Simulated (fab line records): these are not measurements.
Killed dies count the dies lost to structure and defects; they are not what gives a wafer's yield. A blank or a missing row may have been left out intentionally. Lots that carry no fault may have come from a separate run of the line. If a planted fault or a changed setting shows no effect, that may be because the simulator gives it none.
Which tool is to blame?	flow n5Finfet	Sampling: 24 lots, 72 wafers, 6 of 1938 route steps

== WHAT THE GAUGES READ, wafer by wafer ==
Not one reading of a measure or inspect step in the record can be checked against a usual standard deviation.

== EACH LOT AND THE TOOL THAT RAN IT (in order: tool; ch and the chambers of the sampled wafers; start) ==
lot	N5_BEOL_M3_STRIP_36	N5_BEOL_M3_STRIP_97	N5_BEOL_M3_ANNEAL_82	N5_BEOL_M3_ANNEAL_87	N5_BEOL_M3_CMP_52	N5_BEOL_M3_PRE_CLEAN_60
L074	rieDiel-06 ch 0,2,3, day 8 18:18	rieDiel-06 ch 0,2,3, day 8 21:01 or earlier	pvdSputter-03, day 8 21:01	pvdSputter-03, day 8 21:14	cmp-03 ch 0,3, day 8 23:02	cvdCo-02 ch 0,2, day 8 23:22
L075	rieDiel-06 ch 0,1,3, day 8 22:35	rieDiel-06 ch 0,1,3, day 9 00:25 or earlier	pvdSputter-02, day 9 00:25	pvdSputter-02, day 9 00:38	cmp-04 ch 0,2,3, day 9 02:28	cvdCo-01 ch 0, day 9 02:45
L076	rieDiel-03 ch 0,2,3, day 9 15:24	rieDiel-03 ch 0,2,3, day 9 16:53 or earlier	pvdSputter-01, day 9 16:53	pvdSputter-01, day 9 17:07	cmp-02 ch 0,2,3, day 9 18:38	cvdCo-01 ch 1,2, day 9 18:58
L077	rieDiel-03 ch 0,1, day 9 20:44	rieDiel-03 ch 0,1, day 9 22:52 or earlier	pvdSputter-03, day 9 22:52	pvdSputter-03, day 9 23:05	cmp-04 ch 0,1, day 10 00:36	cvdCo-01 ch 0,1,2, day 10 00:56
L080	rieDiel-02 ch 0,3, day 10 07:12	rieDiel-02 ch 0,3, day 10 09:43 or earlier	pvdSputter-01, day 10 09:43	pvdSputter-01, day 10 09:56	cmp-04 ch 2,3, day 10 11:27	cvdCo-01 ch 1,2, day 10 11:52
L081	rieDiel-02 ch 1,3, day 10 08:26	rieDiel-02 ch 1,3, day 10 11:50 or earlier	pvdSputter-01, day 10 11:50	pvdSputter-01, day 10 12:03	cmp-04 ch 1,3, day 10 13:36	cvdCo-02 ch 0,1,2, day 10 13:55
L079	rieDiel-03 ch 0,1,3, day 10 10:16	rieDiel-03 ch 0,1,3, day 10 12:16 or earlier	pvdSputter-03, day 10 12:16	pvdSputter-03, day 10 12:29	cmp-03 ch 0,1,3, day 10 13:59	cvdCo-01 ch 0,1, day 10 14:19
L078	rieDiel-06 ch 2,3, day 10 14:33	rieDiel-06 ch 0,1, day 10 18:24 or earlier	pvdSputter-03, day 10 18:24	pvdSputter-03, day 10 18:37	cmp-04 ch 1,2, day 10 20:08	cvdCo-02 ch 0,1,2, day 10 20:28
L083	rieDiel-06 ch 0,1,2, day 10 19:50	rieDiel-06 ch 0,1,2, day 10 23:26 or earlier	pvdSputter-03, day 10 23:26	pvdSputter-03, day 10 23:40	cmp-03 ch 0,1,2, day 11 01:10	cvdCo-02 ch 1,2, day 11 01:30
L082	rieDiel-02 ch 1,3, day 11 05:46	rieDiel-02 ch 1,3, day 11 07:31 or earlier	pvdSputter-03, day 11 07:31	pvdSputter-03, day 11 07:44	cmp-04 ch 1,2, day 11 09:16	cvdCo-02 ch 0,2, day 11 09:37
L084	rieDiel-06 ch 1,2,3, day 11 10:13	rieDiel-06 ch 1,2,3, day 11 12:40 or earlier	pvdSputter-02, day 11 12:40	pvdSputter-02, day 11 12:53	cmp-03 ch 0,2,3, day 11 14:44	cvdCo-01 ch 1,2, day 11 15:00
L085	rieDiel-03 ch 1,2,3, day 11 10:25	rieDiel-03 ch 1,2,3, day 11 12:47 or earlier	pvdSputter-01, day 11 12:47	pvdSputter-01, day 11 13:00	cmp-02 ch 1,2,3, day 11 14:34	cvdCo-02 ch 0,1,2, day 11 14:52
L086	rieDiel-02 ch 1,3, day 11 14:24	rieDiel-02 ch 1,3, day 11 15:59 or earlier	pvdSputter-01, day 11 15:59	pvdSputter-01, day 11 16:12	cmp-03 ch 0,2,3, day 11 17:49	cvdCo-02 ch 1,2, day 11 18:07
L088	rieDiel-06 ch 0,1,2, day 11 18:16	rieDiel-06 ch 0,1,2, day 11 20:37 or earlier	pvdSputter-03, day 11 20:37	pvdSputter-03, day 11 20:50	cmp-03 ch 1,2, day 11 22:34	cvdCo-02 ch 0,1,2, day 11 22:51
L089	rieDiel-06 ch 0,1, day 11 21:41	rieDiel-06 ch 0,1, day 12 01:04 or earlier	pvdSputter-02, day 12 01:04	pvdSputter-02, day 12 01:17	cmp-03 ch 1,3, day 12 02:48	cvdCo-01 ch 1,2, day 12 03:08
L087	rieDiel-06 ch 0,3, day 12 12:31	rieDiel-06 ch 0,3, day 12 14:27 or earlier	pvdSputter-01, day 12 14:27	pvdSputter-01, day 12 14:40	cmp-04 ch 0,1,3, day 12 16:41	cvdCo-01 ch 1,2, day 12 16:56
L091	rieDiel-02 ch 0,2,3, day 12 19:16	rieDiel-02 ch 0,2,3, day 12 21:14 or earlier	pvdSputter-03, day 12 21:14	pvdSputter-03, day 12 21:27	cmp-02 ch 0,1,2, day 12 23:03	cvdCo-01 ch 1,2, day 12 23:20
L090	rieDiel-03 ch 0,3, day 13 06:39	rieDiel-03 ch 0,3, day 13 10:32 or earlier	pvdSputter-01, day 13 10:32	pvdSputter-01, day 13 10:45	cmp-02 ch 1,2,3, day 13 12:17	cvdCo-01 ch 0,1,2, day 13 12:40
L093	rieDiel-03 ch 0,3, day 13 11:53	rieDiel-03 ch 0,3, day 13 15:40 or earlier	pvdSputter-01, day 13 15:40	pvdSputter-01, day 13 15:53	cmp-04 ch 0,1,2, day 13 17:28	cvdCo-02 ch 0,1,2, day 13 17:43
L092	rieDiel-06 ch 0,1,3, day 13 16:50	rieDiel-06 ch 0,1,3, day 13 18:41 or earlier	pvdSputter-03, day 13 18:41	pvdSputter-03, day 13 18:54	cmp-03 ch 0,1, day 13 20:25	cvdCo-02 ch 1,2, day 13 20:45
L094	rieDiel-02 ch 0,2,3, day 14 10:19	rieDiel-02 ch 0,2,3, day 14 12:25 or earlier	pvdSputter-01, day 14 12:25	pvdSputter-01, day 14 12:38	cmp-02 ch 1,2,3, day 14 14:11	cvdCo-02 ch 0,1,2, day 14 14:29
L097	rieDiel-02 ch 0,2,3, day 14 18:43	rieDiel-02 ch 0,2,3, day 14 21:18 or earlier	pvdSputter-01, day 14 21:18	pvdSputter-01, day 14 21:31	cmp-02 ch 1,2,3, day 14 23:05	cvdCo-01 ch 1,2, day 14 23:22
L095	rieDiel-03 ch 0,1,3, day 15 01:12	rieDiel-03 ch 0,1,3, day 15 03:46 or earlier	pvdSputter-01, day 15 03:46	pvdSputter-01, day 15 03:59	cmp-04 ch 1,2, day 15 06:51	cvdCo-01 ch 1, day 15 07:11
L096	rieDiel-03 ch 0,2,3, day 15 02:29	rieDiel-03 ch 0,2,3, day 15 04:10 or earlier	pvdSputter-03, day 15 04:10	pvdSputter-03, day 15 04:23	cmp-03 ch 0,1,3, day 15 07:40	cvdCo-01 ch 1,2, day 15 08:24
- N5_BEOL_M3_STRIP_36: strips in N2/H2.
- N5_BEOL_M3_STRIP_97: strips in N2/H2, time 10 s.
- N5_BEOL_M3_ANNEAL_82: time 240 s.
- N5_BEOL_M3_ANNEAL_87: time 240 s.
- N5_BEOL_M3_CMP_52: polishes, stops on SiOC, t overpolish 6.8 s, target thk 40 nm.
- N5_BEOL_M3_PRE_CLEAN_60: time 15 s.

== WHAT THE TOOLS THEMSELVES READ (means of the sampled wafers that have a number; where no wafer has one, the mark that the record gives instead) ==
N5_BEOL_M3_STRIP_36. Usual: drypumpMotorCurrentA 5.7 A, standard deviation 0.38; oesProductAu 0.81 a.u., standard deviation 0.086; rfVppV 59.4 V, standard deviation 1.3; showerheadPlenumPTorr 2.55 Torr, standard deviation 0.1; throttleValvePct 23.5 %, standard deviation 0.41.
lot	tool	drypumpMotorCurrentA (A)	oesProductAu (a.u.)	rfVppV (V)	showerheadPlenumPTorr (Torr)	throttleValvePct (%)	flag
L074	rieDiel-06	5.6	0.87	58.8	2.53	23.1	
L075	rieDiel-06	5.7	0.80	58.7	2.53	23.2	
L076	rieDiel-03	5.8	0.86	61.2	2.66	23.5	
L077	rieDiel-03	6.0	0.77	60.7	2.56	23.5	
L080	rieDiel-02	5.8	0.69	59.7	2.56	24.2	
L081	rieDiel-02	5.7	0.75	58.2	2.57	23.6	
L079	rieDiel-03	5.7	0.80	59.3	2.62	23.7	
L078	rieDiel-06	5.3	0.88	59.8	2.50	23.1	
L083	rieDiel-06	5.7	0.77	58.4	2.57	23.2	
L082	rieDiel-02	5.7	0.74	60.0	2.57	23.6	
L084	rieDiel-06	5.4	0.80	58.3	2.55	23.3	
L085	rieDiel-03	5.7	0.81	60.4	2.66	24.0	
L086	rieDiel-02	5.6	0.76	60.0	2.51	23.6	
L088	rieDiel-06	5.6	0.78	59.3	2.57	23.3	
L089	rieDiel-06	6.0	0.74	59.2	2.55	23.2	
L087	rieDiel-06	6.0	0.81	58.4	2.50	23.0	
L091	rieDiel-02	5.7	0.82	58.8	2.48	23.8	
L090	rieDiel-03	5.5	0.84	59.7	2.65	23.6	
L093	rieDiel-03	5.9	0.81	59.2	2.59	23.3	
L092	rieDiel-06	5.7	0.89	59.0	2.52	23.0	
L094	rieDiel-02	5.8	0.80	59.0	2.48	23.8	
L097	rieDiel-02	5.8	0.80	59.5	2.48	23.8	
L095	rieDiel-03	5.7	0.85	58.6	2.60	23.6	
L096	rieDiel-03	5.9	0.81	58.5	2.64	23.6	

N5_BEOL_M3_STRIP_97. Usual: drypumpMotorCurrentA 5.7 A, standard deviation 0.38; oesProductAu 0.81 a.u., standard deviation 0.084; rfVppV 59.3 V, standard deviation 0.85; showerheadPlenumPTorr 2.56 Torr, standard deviation 0.099; throttleValvePct 23.5 %, standard deviation 0.41.
lot	tool	drypumpMotorCurrentA (A)	oesProductAu (a.u.)	rfVppV (V)	showerheadPlenumPTorr (Torr)	throttleValvePct (%)	flag
L074	rieDiel-06	5.6	0.88	59.1	2.53	23.1	
L075	rieDiel-06	5.7	0.80	58.8	2.53	23.2	
L076	rieDiel-03	5.9	0.87	59.8	2.66	23.5	
L077	rieDiel-03	6.0	0.79	59.8	2.56	23.5	
L080	rieDiel-02	5.8	0.69	58.7	2.56	24.2	
L081	rieDiel-02	5.7	0.75	59.3	2.57	23.6	
L079	rieDiel-03	5.7	0.80	59.7	2.62	23.7	
L078	rieDiel-06	6.0	0.75	60.5	2.55	23.2	
L083	rieDiel-06	5.6	0.78	59.4	2.57	23.3	
L082	rieDiel-02	5.7	0.75	59.2	2.57	23.6	
L084	rieDiel-06	5.4	0.81	59.0	2.55	23.3	
L085	rieDiel-03	5.8	0.81	60.0	2.66	24.0	
L086	rieDiel-02	5.6	0.76	59.7	2.51	23.6	
L088	rieDiel-06	5.6	0.78	59.3	2.57	23.3	
L089	rieDiel-06	6.0	0.75	59.3	2.54	23.2	
L087	rieDiel-06	5.9	0.82	59.1	2.50	23.0	
L091	rieDiel-02	5.8	0.82	59.0	2.48	23.8	
L090	rieDiel-03	5.5	0.84	59.2	2.65	23.6	
L093	rieDiel-03	5.8	0.80	59.9	2.59	23.4	
L092	rieDiel-06	5.7	0.88	58.7	2.52	23.0	
L094	rieDiel-02	5.8	0.80	59.4	2.48	23.8	
L097	rieDiel-02	5.8	0.79	59.5	2.48	23.8	
L095	rieDiel-03	5.7	0.87	59.7	2.60	23.6	
L096	rieDiel-03	5.9	0.81	59.2	2.64	23.6	

N5_BEOL_M3_ANNEAL_82. Usual: heaterPowerW at 806 W, with a standard deviation of 60.
lot	tool	heaterPowerW (W)	flag
L074	pvdSputter-03	772	
L075	pvdSputter-02	870	
L076	pvdSputter-01	824	
L077	pvdSputter-03	766	
L080	pvdSputter-01	816	
L081	pvdSputter-01	813	
L079	pvdSputter-03	781	
L078	pvdSputter-03	775	
L083	pvdSputter-03	761	
L082	pvdSputter-03	753	
L084	pvdSputter-02	833	
L085	pvdSputter-01	811	
L086	pvdSputter-01	815	
L088	pvdSputter-03	765	
L089	pvdSputter-02	942	
L087	pvdSputter-01	794	
L091	pvdSputter-03	786	
L090	pvdSputter-01	822	
L093	pvdSputter-01	820	
L092	pvdSputter-03	789	
L094	pvdSputter-01	831	
L097	pvdSputter-01	823	
L095	pvdSputter-01	807	
L096	pvdSputter-03	786	

N5_BEOL_M3_ANNEAL_87. Usual: heaterPowerW at 806 W, with a standard deviation of 60.
lot	tool	heaterPowerW (W)	flag
L074	pvdSputter-03	754	
L075	pvdSputter-02	860	
L076	pvdSputter-01	831	
L077	pvdSputter-03	767	
L080	pvdSputter-01	815	
L081	pvdSputter-01	819	
L079	pvdSputter-03	783	
L078	pvdSputter-03	791	
L083	pvdSputter-03	771	
L082	pvdSputter-03	740	
L084	pvdSputter-02	840	
L085	pvdSputter-01	822	
L086	pvdSputter-01	814	
L088	pvdSputter-03	765	
L089	pvdSputter-02	943	
L087	pvdSputter-01	798	
L091	pvdSputter-03	786	
L090	pvdSputter-01	823	
L093	pvdSputter-01	807	
L092	pvdSputter-03	778	
L094	pvdSputter-01	810	
L097	pvdSputter-01	810	
L095	pvdSputter-01	816	
L096	pvdSputter-03	793	

N5_BEOL_M3_CMP_52. Usual: barrierFieldEndpointS 24.8 s, standard deviation 0.94; headPressurePsi 1.0000 psi, standard deviation 0.0019; motorCurrentA 6.0 A, standard deviation 0.47; overpolishRunS 6.799 s, standard deviation 0.0093; slurryFilterDpKPa 13.51 kPa, standard deviation 0.16; timeToEndpointS 63 s, standard deviation 4.7.
lot	tool	barrierFieldEndpointS (s)	headPressurePsi (psi)	motorCurrentA (A)	overpolishRunS (s)	slurryFilterDpKPa (kPa)	timeToEndpointS (s)	flag
L074	cmp-03	26.0	1.0015	6.0	6.793	13.37	67	
L075	cmp-04	25.7	0.9985	6.2	6.802	13.51	66	
L076	cmp-02	24.9	1.0003	6.3	6.788	13.54	59	
L077	cmp-04	24.8	0.9998	6.3	6.799	13.55	61	
L080	cmp-04	24.8	1.0014	6.2	6.790	13.51	62	
L081	cmp-04	24.7	1.0004	6.3	6.802	13.47	60	
L079	cmp-03	25.4	0.9999	5.8	6.801	13.51	65	
L078	cmp-04	23.3	1.0005	6.3	6.797	13.49	56	
L083	cmp-03	25.7	1.0001	5.5	6.804	13.56	66	
L082	cmp-04	22.8	1.0014	6.1	6.795	13.59	55	
L084	cmp-03	25.8	1.0011	5.6	6.797	13.62	67	
L085	cmp-02	24.5	1.0000	6.5	6.806	13.55	63	
L086	cmp-03	25.0	0.9993	5.7	6.802	13.58	63	
L088	cmp-03	24.2	0.9976	5.2	6.802	13.75	65	
L089	cmp-03	25.0	0.9989	5.7	6.801	13.41	62	
L087	cmp-04	24.0	0.9977	6.4	6.796	13.32	62	
L091	cmp-02	24.9	0.9991	6.5	6.798	13.42	62	
L090	cmp-02	24.4	1.0010	6.6	6.806	13.51	60	
L093	cmp-04	24.1	1.0028	6.1	6.793	13.56	59	
L092	cmp-03	25.7	1.0006	5.5	6.798	13.57	68	
L094	cmp-02	24.5	0.9986	6.5	6.801	13.59	60	
L097	cmp-02	23.8	0.9993	6.4	6.806	13.40	58	
L095	cmp-04	24.1	0.9991	5.8	6.813	13.39	59	
L096	cmp-03	26.1	1.0004	6.0	6.802	13.43	71	

N5_BEOL_M3_PRE_CLEAN_60. Usual: heaterPowerW at 98 W, with a standard deviation of 21.
lot	tool	heaterPowerW (W)	flag
L074	cvdCo-02	96	
L075	cvdCo-01	64	
L076	cvdCo-01	96	
L077	cvdCo-01	83	
L080	cvdCo-01	91	
L081	cvdCo-02	110	
L079	cvdCo-01	87	
L078	cvdCo-02	111	
L083	cvdCo-02	127	
L082	cvdCo-02	106	
L084	cvdCo-01	96	
L085	cvdCo-02	113	
L086	cvdCo-02	120	
L088	cvdCo-02	114	
L089	cvdCo-01	92	
L087	cvdCo-01	93	
L091	cvdCo-01	95	
L090	cvdCo-01	83	
L093	cvdCo-02	115	
L092	cvdCo-02	120	
L094	cvdCo-02	112	
L097	cvdCo-01	97	
L095	cvdCo-01	101	
L096	cvdCo-01	92	

== THE ANSWER, worked out from the rows above alone ==
Rule: a lot counts as off when the mean over its wafers that have a number is more than 3 standard deviations away from the usual mean. A lot without any number at a reading at which 4 lots or more have one is off too. Any other lot the step has rows for is counted as sound. First the gauges in route order, then the tools' own readings, where a lot's mean is used as printed above. The first step at which some lot is off is used, and at that step the reading that is off furthest; a lot without a number counts as furthest.
None of the lots is off at any reading shown; this tells nothing.

== WHAT HAD BEEN PUT IN BY THE SIMULATOR ==
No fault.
